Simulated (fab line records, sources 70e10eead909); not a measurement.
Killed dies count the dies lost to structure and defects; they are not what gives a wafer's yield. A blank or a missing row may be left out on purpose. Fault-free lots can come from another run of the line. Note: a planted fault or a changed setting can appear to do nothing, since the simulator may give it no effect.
fab line records    flow nandHarc
[record] lots = 6  wafers = 18  lastDay = 34
route steps=1302 shown A_BLC@1133 A_M0@1137 END@1302
lots untouched by any fault: they come from a run of this same line in which no faults occurred
startH: start of the lot's first displayed wafer, in hours after the record's first day    waitH: time in hours since the lot's previous step    " unchanged from the row above    L1.1+2: a single row standing in for several wafers    - no value present, or no start provided    * or withheld: withheld    < > ~ a bound
route shown NAME@n: NAME is a module with steps in the file, n the number in the route of the first one    usual: mean/standard deviation of fault-free wafers    same: alike in all rows    chamber/n: place in a boat    sites: readings site by site    _std_site: standard deviation of those values    _edge_site: inner sites' mean taken away from outer sites' mean    radiusMm: how far each site lies from the wafer's centre    mask NAME#n: copy n    behind: the most recent tool/chamber to have shaped the wafer    hold: reason for holding the lot/hours on hold/outcome of the hold    device: the transistor (n, p or np) that didn't switch    end of line: tests run on the same wafers once the route is complete    a step given without rows: its recipe and nothing more    killed: count of dies lost to structure and defects at first sort (not the wafer's yield)    map: per-die view of a wafer (x killed, . not killed, _ where there is no die)
set.NAME: the setting the step ran with; set.NAME@STEP: the setting that earlier step ran with    model.NAME: the simulator's own value behind a step, which no gauge read
certain route steps with their lots: each step a table, each wafer a row
services: a tool's chamber out of use, with start hour (startH, from the record's first day; less than 0 if before it), hours out, and reason
[[steps]]
[step NHARC_A_BLC_CMP_25]
[recipe] tOverpolishS = 30  targetThkNm = 150
[usual] motorCurrentA = 11.9/1.2  overpolishRunS = 29.999/0.0082  timeToEndpointS = 30/3
lot.wafer  tool    chamber  startH  waitH  motorCurrentA  overpolishRunS  timeToEndpointS
L381.2     cmp-02  1        556.74  0.5    12.0           30.023          32
L381.3     "       3        "       "      13.1           29.986          31
L381.5     "       1        "       "      11.4           29.989          31
L383.2     cmp-03  2        581.08  0.4    11.3           30.003          29
L383.3     "       3        "       "      11.6           30.007          28
L383.1     "       0        "       "      11.4           29.992          30
L391.4     cmp-02  0        684.87  0.4    12.9           29.999          28
L391.5     "       1        "       "      11.6           29.999          30
L391.6     "       2        "       "      10.1           29.995          29
L393.3     cmp-03  1        686.39  0.3    13.2           29.988          29
L393.5     "       2        "       "      10.9           29.998          31
L393.6     "       3        "       "      11.8           29.990          30
L397.2     cmp-03  3        707.35  0.4    12.0           29.999          35
L397.1     "       0        "       "      11.6           30.003          34
L397.5     "       3        "       "      12.6           29.993          33
L399.2     cmp-02  2        758.03  0.5    9.6            30.004          32
L399.1     "       3        "       "      12.5           30.009          30
L399.5     "       2        "       "      10.5           29.996          31
[step NHARC_A_BLC_SRD_27]
[step NHARC_A_BLC_INSPECT_28]
[usual] rawDefectCount = 510/140
lot.wafer  tool              chamber  startH  waitH  rawDefectCount
L381.2     defectInspect-02  -        557.13  0.1    322
L381.3     "                 -        "       "      386
L381.5     "                 -        "       "      502
L383.1     defectInspect-02  -        581.46  0.1    580
L383.2     "                 -        "       "      420
L383.3     "                 -        "       "      471
L391.4     defectInspect-01  -        685.20  0.1    295
L391.5     "                 -        "       "      265
L391.6     "                 -        "       "      317
L393.3     defectInspect-02  -        686.72  0.1    489
L393.5     "                 -        "       "      557
L393.6     "                 -        "       "      510
L397.1     defectInspect-01  -        707.75  0.1    410
L397.2     "                 -        "       "      492
L397.5     "                 -        "       "      532
L399.1     defectInspect-01  -        758.41  0.1    488
L399.2     "                 -        "       "      447
L399.5     "                 -        "       "      399
[step NHARC_A_M0_DEP_00]
[recipe] targetThkA = 1500  targetThkNm = 150  tempC = withheld  pressureTorr = 5  flowSccm = 200  rfW = 600  material = SiOC
[step NHARC_A_M0_DEHYDRATE_01]
[recipe] tempC = 150  timeS = 120
[step NHARC_A_M0_HMDS_02]
[recipe] timeS = 30
[step NHARC_A_M0_COAT_33]
[recipe] tempC = 200  timeS = 65
[step NHARC_A_M0_COAT_03]
[recipe] spinRpm = 1500  resistThkNm = 90
[step NHARC_A_M0_SOFTBAKE_04]
[recipe] tempC = 105  timeS = 55
[step NHARC_A_M0_EBR_05]
[step NHARC_A_M0_EXPOSE_06]
[recipe] na = 1.35  targetCdNm = 80  doseMj = 83.25  maskId = A_M0
[step NHARC_A_M0_PEB_07]
[recipe] pebTempC = 100  pebTimeS = 65
[usual] chillPlateTempC = 22.99/0.1
lot.wafer  tool           chamber  startH  waitH  chillPlateTempC
L381.2     lithoTrack-06  0        557.94  0.1    23.18
L381.3     "              0        "       "      23.11
L381.5     "              0        "       "      23.05
L383.1     lithoTrack-01  0        582.28  0.1    22.98
L383.2     "              0        "       "      22.96
L383.3     "              0        "       "      23.11
L391.4     lithoTrack-06  0        686.08  0.0    22.91
L391.5     "              0        "       "      22.92
L391.6     "              0        "       "      22.92
L393.3     lithoTrack-06  0        687.54  0.0    22.91
L393.5     "              0        "       "      23.02
L393.6     "              0        "       "      22.89
L397.1     lithoTrack-04  0        708.56  0.1    23.01
L397.2     "              0        "       "      22.88
L397.5     "              0        "       "      22.87
L399.1     lithoTrack-01  0        759.23  0.1    23.00
L399.2     "              0        "       "      22.94
L399.5     "              0        "       "      22.83
[step NHARC_A_M0_DEVELOP_08]
[recipe] developTimeS = 35  devTempC = 23
[step NHARC_A_M0_CD_MEAS_09]
[recipe] targetCdNm = 80  landingEnergyEv = 500
[usual] cdNm = 79.7/0.71
lot.wafer  tool      chamber  startH  waitH  cdNm
L381.2     cdSem-02  0        558.02  -      80.0
L381.3     "         0        "       "      79.5
L381.5     "         0        "       "      80.1
L383.1     cdSem-01  0        582.36  -      79.8
L383.2     "         0        "       "      79.4
L383.3     "         0        "       "      80.6
L391.4     cdSem-03  0        686.16  -      80.8
L391.5     "         0        "       "      81.5
L391.6     "         0        "       "      80.0
L393.3     cdSem-01  0        687.62  -      80.1
L393.5     "         0        "       "      80.5
L393.6     "         0        "       "      81.6
L397.1     cdSem-03  0        708.64  -      80.0
L397.2     "         0        "       "      80.9
L397.5     "         0        "       "      80.8
L399.1     cdSem-01  0        759.31  -      79.2
L399.2     "         0        "       "      79.9
L399.5     "         0        "       "      79.1
[step NHARC_A_M0_OVL_MEAS_10]
[recipe] pitchNm = 160
[usual] overlayXNm = -0.3/0.96  overlayYNm = 0.0/0.76
lot.wafer  tool        chamber  startH  waitH  overlayXNm  overlayYNm
L381.2     overlay-02  -        558.11  -      -1.8        1.0
L381.3     "           -        "       "      -2.1        1.0
L381.5     "           -        "       "      -1.3        0.8
L383.1     overlay-02  -        582.45  -      -0.9        1.4
L383.2     "           -        "       "      -1.5        2.0
L383.3     "           -        "       "      -1.2        1.4
L391.4     overlay-02  -        686.24  -      0.6         -0.8
L391.5     "           -        "       "      0.0         -0.7
L391.6     "           -        "       "      0.4         -1.1
L393.3     overlay-02  -        687.71  -      -0.9        0.8
L393.5     "           -        "       "      -1.1        0.4
L393.6     "           -        "       "      -1.4        -0.4
L397.1     overlay-01  -        708.73  -      0.6         -0.7
L397.2     "           -        "       "      0.6         -0.8
L397.5     "           -        "       "      0.8         -1.4
L399.1     overlay-02  -        759.40  -      1.0         -0.4
L399.2     "           -        "       "      1.1         -0.3
L399.5     "           -        "       "      0.8         -0.3
[step NHARC_A_M0_INSPECT_11]
[usual] rawDefectCount = 93/38
lot.wafer  tool              chamber  startH  waitH  rawDefectCount
L381.2     defectInspect-02  -        558.15  0.0    19
L381.3     "                 -        "       "      25
L381.5     "                 -        "       "      26
L383.1     defectInspect-02  -        582.49  0.0    111
L383.2     "                 -        "       "      124
L383.3     "                 -        "       "      100
L391.4     defectInspect-02  -        686.28  0.0    29
L391.5     "                 -        "       "      30
L391.6     "                 -        "       "      19
L393.3     defectInspect-01  -        687.75  0.0    74
L393.5     "                 -        "       "      100
L393.6     "                 -        "       "      76
L397.1     defectInspect-01  -        708.77  0.0    79
L397.2     "                 -        "       "      78
L397.5     "                 -        "       "      78
L399.1     defectInspect-01  -        759.43  0.0    139
L399.2     "                 -        "       "      113
L399.5     "                 -        "       "      132
[step NHARC_A_M0_DESCUM_14]
[recipe] timeS = 3  o2FlowSccm = 200  arFlowSccm = 0  biasPowerW = 0  chemistry = O2
[usual] drypumpMotorCurrentA = 5.6/0.55  oesProductAu = 1.002/0.011  rfVppV = 57.6/0.88  showerheadPlenumPTorr = 1.88/0.071  throttleValvePct = 11.312/0.009
lot.wafer  tool        chamber  startH  waitH  drypumpMotorCurrentA  oesProductAu  rfHoursCounterH  rfVppV  showerheadPlenumPTorr  throttleValvePct  model.A_M0.cdNm
L381.2     rieDiel-05  2        558.21  0.1    5.3                   0.985         8                57.3    2.01                   11.310            79.82
L381.3     "           0        "       "      5.3                   1.011         7                58.5    1.86                   11.304            79.57
L381.5     "           2        "       "      5.3                   0.987         -                58.1    2.01                   11.304            79.94
L383.1     rieDiel-05  2        582.55  0.1    5.3                   0.981         8                58.4    2.01                   11.306            79.41
L383.3     "           3        "       "      4.9                   1.001         8                57.1    1.83                   11.307            79.58
L383.2     "           1        "       "      5.5                   1.018         8                57.4    1.86                   11.321            79.39
L391.4     rieDiel-01  2        686.35  0.1    5.5                   0.992         9                57.5    1.85                   11.310            80.04
L391.5     "           1        "       "      6.7                   0.994         -                58.3    1.80                   11.322            81.64
L391.6     "           2        "       "      5.5                   0.990         -                58.4    1.85                   11.320            79.88
L393.3     rieDiel-03  1        687.80  0.1    6.6                   1.004         1                57.5    1.99                   11.322            79.97
L393.5     "           1        "       "      6.6                   1.013         -                57.8    1.99                   11.317            80.4
L393.6     "           2        "       "      5.9                   0.996         -                57.5    1.82                   11.315            81.63
L397.2     rieDiel-05  1        708.83  0.1    5.5                   1.018         8                56.9    1.86                   11.307            80.86
L397.1     "           0        "       "      5.3                   1.027         5                56.2    1.85                   11.315            79.89
L397.5     "           1        "       "      5.5                   1.018         -                58.9    1.86                   11.293            80.45
L399.1     rieDiel-05  1        759.50  0.1    5.5                   1.007         10               56.1    1.86                   11.311            79.28
L399.2     "           3        "       "      4.9                   1.000         9                57.3    1.83                   11.324            80.26
L399.5     "           1        "       "      5.5                   1.011         -                58.5    1.86                   11.311            78.94
[step NHARC_A_M0_ETCH_34]
[recipe] targetDepthA = 400  overetchA = 120  timeS = 43.94  ionEnergyEv = 200  n2FlowSccm = 150  h2FlowSccm = 150  arFlowSccm = 0  rfW = 400  biasW = 150  chemistry = N2/H2
[usual] drypumpMotorCurrentA = 5.6/0.53  oesProductAu = 1.002/0.011  rfVppV = 429.3/2.2  showerheadPlenumPTorr = 1.99/0.074  throttleValvePct = 14.170/0.0092
lot.wafer  tool        chamber  startH  waitH  drypumpMotorCurrentA  oesProductAu  rfHoursCounterH  rfVppV  showerheadPlenumPTorr  throttleValvePct
L381.2     rieDiel-05  3        558.29  0.1    4.9                   0.982         7                428.5   1.95                   14.165
L381.3     "           0        "       "      5.3                   1.009         7                429.2   1.98                   14.172
L381.5     "           0        "       "      5.3                   1.011         -                428.5   1.98                   14.175
L383.1     rieDiel-05  3        582.64  0.1    4.9                   0.990         8                428.3   1.95                   14.151
L383.3     "           0        "       "      5.3                   1.022         9                428.4   1.98                   14.172
L383.2     "           2        "       "      5.3                   0.976         8                433.5   2.14                   14.180
L391.4     rieDiel-01  1        686.43  0.1    6.7                   0.994         9                427.3   1.92                   14.176
L391.6     "           1        "       "      6.7                   1.007         -                427.5   1.92                   14.192
L391.5     "           2        "       "      5.5                   0.979         -                431.7   1.97                   14.161
L393.3     rieDiel-03  0        687.90  0.1    6.1                   0.994         1                428.3   1.95                   14.168
L393.5     "           3        "       "      5.6                   0.990         -                427.6   1.94                   14.170
L393.6     "           0        "       "      6.1                   1.000         -                427.3   1.95                   14.165
L397.1     rieDiel-05  2        708.92  0.1    5.3                   1.017         8                433.2   2.14                   14.177
L397.2     "           0        "       "      5.3                   1.021         5                428.1   1.97                   14.159
L397.5     "           2        "       "      5.3                   1.018         -                434.0   2.14                   14.180
L399.2     rieDiel-05  1        759.58  0.1    5.5                   1.009         10               429.7   1.98                   14.179
L399.1     "           3        "       "      4.9                   1.001         9                427.6   1.95                   14.173
L399.5     "           2        "       "      5.3                   1.013         -                434.0   2.14                   14.166
[step NHARC_A_M0_ETCH_15]
[recipe] targetDepthA = 1500  overetchA = 150  timeS = 82.5  c4f8FlowSccm = withheld  arFlowSccm = 400  rfW = 600  biasW = 300  chemistry = C4F8/Ar
[usual] oesProductAu = 0.953/0.023  rfVppV = 439.5/2.2
lot.wafer  tool        chamber  startH  waitH  oesProductAu  rfHoursCounterH  rfVppV  model.A_M0.cdNm
L381.3     rieDiel-05  1        -       -      0.975         7                438.6   79.29
L381.2     "           2        "       "      0.944         8                444.5   80.15
L381.5     "           2        "       "      0.951         -                442.8   79.84
L383.2     rieDiel-05  3        -       -      0.919         8                437.8   79.15
L383.3     "           0        "       "      0.941         9                440.4   79.35
L383.1     "           1        "       "      0.924         8                438.8   79.57
L391.4     rieDiel-01  1        -       -      0.965         9                436.8   80.36
L391.6     "           0        "       "      0.983         -                437.9   80.12
L391.5     "           1        "       "      0.950         -                437.3   81.72
L393.3     rieDiel-03  2        -       -      0.977         1                437.7   79.49
L393.5     "           0        "       "      0.980         -                436.9   80.32
L393.6     "           1        "       "      0.980         -                442.3   81.12
L397.2     rieDiel-05  1        -       -      0.929         8                438.3   81.22
L397.1     "           2        "       "      0.941         8                442.6   79.61
L397.5     "           1        "       "      0.928         -                439.3   80.18
L399.1     rieDiel-05  1        -       -      0.928         10               438.4   79.14
L399.2     "           2        "       "      0.937         10               443.1   80.33
L399.5     "           3        "       "      0.917         -                438.9   78.24
[step NHARC_A_M0_CD_MEAS_16]
[usual] cdNm = 79.6/0.88
lot.wafer  tool      chamber  startH  waitH  cdNm
L381.2     cdSem-01  -        558.52  -      80.4
L381.3     "         -        "       "      79.4
L381.5     "         -        "       "      80.0
L383.1     cdSem-02  -        582.86  -      79.3
L383.2     "         -        "       "      79.3
L383.3     "         -        "       "      79.6
L391.4     cdSem-02  -        686.65  -      80.5
L391.5     "         -        "       "      81.5
L391.6     "         -        "       "      80.1
L393.3     cdSem-02  -        688.11  -      80.0
L393.5     "         -        "       "      80.4
L393.6     "         -        "       "      81.2
L397.1     cdSem-03  -        709.13  -      79.7
L397.2     "         -        "       "      81.1
L397.5     "         -        "       "      80.3
L399.1     cdSem-02  -        759.79  -      79.1
L399.2     "         -        "       "      80.5
L399.5     "         -        "       "      78.2
[step NHARC_END_SORT_01]
[recipe] tempC = 25
[usual] defectLimitedYield = 90.6/2.8  killedAtArray = 58/20  killedAtOther = 0.8/1  killedAtPeriphery = 4.6/2.8  killedDies = 63/19  killedOpen = 3.4/2  killedShort = 2.4/1.8
[same] grossDies = 677
lot.wafer  tool       chamber  startH  waitH  defectLimitedYield[%]  killedAtArray  killedAtOther  killedAtPeriphery  killedDies  killedOpen  killedShort
L383.1     prober-01  0        622.06  2.5    87.1                   79             3              5                  87          3           3
L383.2     prober-01  0        622.86  2.8    89.8                   65             1              3                  69          3           2
L383.3     prober-01  0        623.67  3.1    92.0                   50             0              4                  54          3           5
L393.3     prober-01  0        728.18  3.1    92.2                   53             0              0                  53          3           2
L393.5     prober-01  0        729.78  3.7    90.8                   60             0              2                  62          3           3
L393.6     prober-01  0        730.59  4.0    93.1                   44             1              2                  47          4           2
// killed by level:class
L383.1 A_CHANNEL_HOLE_D1:chamberFilmFlake=33 A_SLIT:chamberFilmFlake=22 A_CHANNEL_HOLE_D2:chamberFilmFlake=11 P_STI:chamberFilmFlake=4 A_CONTACT:chamberFilmFlake=4 A_WL_FILL:geometricParticle:short=2 A_CHANNEL_FILL_D1:chamberFilmFlake=2 A_STAIRCASE:chamberFilmFlake=2
L383.2 A_SLIT:chamberFilmFlake=34 A_CHANNEL_HOLE_D1:chamberFilmFlake=19 A_CHANNEL_HOLE_D2:chamberFilmFlake=4 A_STAIRCASE:chamberFilmFlake=2 P_GATE:geometricParticle:short=1 P_GATE:geometricParticle:open=1 A_ONON_D2:geometricParticle:open=1 A_ONON_D2:geometricParticle:short=1
L383.3 A_CHANNEL_HOLE_D1:chamberFilmFlake=18 A_SLIT:chamberFilmFlake=13 A_CHANNEL_HOLE_D2:chamberFilmFlake=9 A_ONON_D1:geometricParticle:short=3 P_STI:chamberFilmFlake=2 P_M0:geometricParticle:short=1 A_CHANNEL_FILL_D2:geometricParticle:short=1 A_WL_FILL:geometricParticle:open=1
L393.3 A_SLIT:chamberFilmFlake=29 A_CHANNEL_HOLE_D1:chamberFilmFlake=9 A_CONTACT:chamberFilmFlake=5 A_CHANNEL_FILL_D1:geometricParticle:open=2 A_SGD_CUT:chamberFilmFlake=2 A_BLC:chamberFilmFlake=2 A_DECK1_JOINT:geometricParticle:open=1 A_CHANNEL_FILL_D2:geometricParticle:short=1
L393.5 A_SLIT:chamberFilmFlake=29 A_CHANNEL_HOLE_D1:chamberFilmFlake=11 A_CONTACT:chamberFilmFlake=9 A_SGD_CUT:chamberFilmFlake=2 A_ONON_D1:geometricParticle:short=1 A_CHANNEL_FILL_D1:geometricParticle:open=1 A_CHANNEL_FILL_D1:geometricParticle:short=1 A_DECK1_JOINT:geometricParticle:short=1
L393.6 A_SLIT:chamberFilmFlake=19 A_CONTACT:chamberFilmFlake=8 A_CHANNEL_HOLE_D1:chamberFilmFlake=4 A_BLC:chamberFilmFlake=3 A_ONON_D2:geometricParticle:open=2 A_ONON_D1:geometricParticle:short=1 A_ONON_D2:geometricParticle:short=1 A_CONTACT:geometricParticle:open=1
[[services]]
tool           chamber  startH  hours  kind
cmp-02         -        537.51  2.2    repair
cmp-03         -        554.10  4.0    pm
rieDiel-03     0        557.91  8.1    repair
rieDiel-01     -        558.55  9.0    pm
rieDiel-01     0        582.43  4.4    repair
rieDiel-05     -        583.60  9.0    pm
cmp-03         -        586.98  3.0    repair
rieDiel-01     0        587.24  16.4   repair
rieDiel-03     0        591.28  30.4   repair
rieDiel-03     3        596.67  1.9    repair
rieDiel-05     0        614.98  14.2   repair
cmp-02         -        616.37  3.9    repair
cmp-02         -        626.02  4.0    pm
rieDiel-03     -        635.77  9.0    pm
cmp-03         -        652.10  4.0    pm
cmp-02         -        674.72  0.6    repair
rieDiel-05     -        692.03  0.7    repair
cmp-02         -        699.72  2.7    repair
lithoTrack-06  -        704.00  7.0    pm
cmp-03         -        710.70  0.9    repair
cmp-03         -        716.23  12.9   repair
cmp-02         -        724.02  4.0    pm
rieDiel-01     -        735.55  9.0    pm
cmp-03         -        750.10  4.0    pm
[[key]]
[firstSign] step = NHARC_A_M0_CD_MEAS_09  reading = cdNm  direction = up  sigmas = 1.5  usual = 79.7  struck = 80.8
effect none on later readings
[modelEffect] step = NHARC_A_M0_DESCUM_14  value = A_M0.cdNm  without = 79.08  struck = 80.59
[modelEffect] step = NHARC_A_M0_ETCH_15  value = A_M0.cdNm  without = 79.01  struck = 80.52
metAt NHARC_A_M0_PEB_07
struckWafers L391.4,L391.5,L391.6,L393.3,L393.5,L393.6
onsetBetween 557.94 686.08
[fault] kind = processParameterDrift  tool = lithoTrack-06  chamber = -  onsetH = 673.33  steps = NHARC_A_M0_PEB_07  channel = pebTimeS  offset = *  shape = step  endH = 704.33  actsIn = *  stated = *
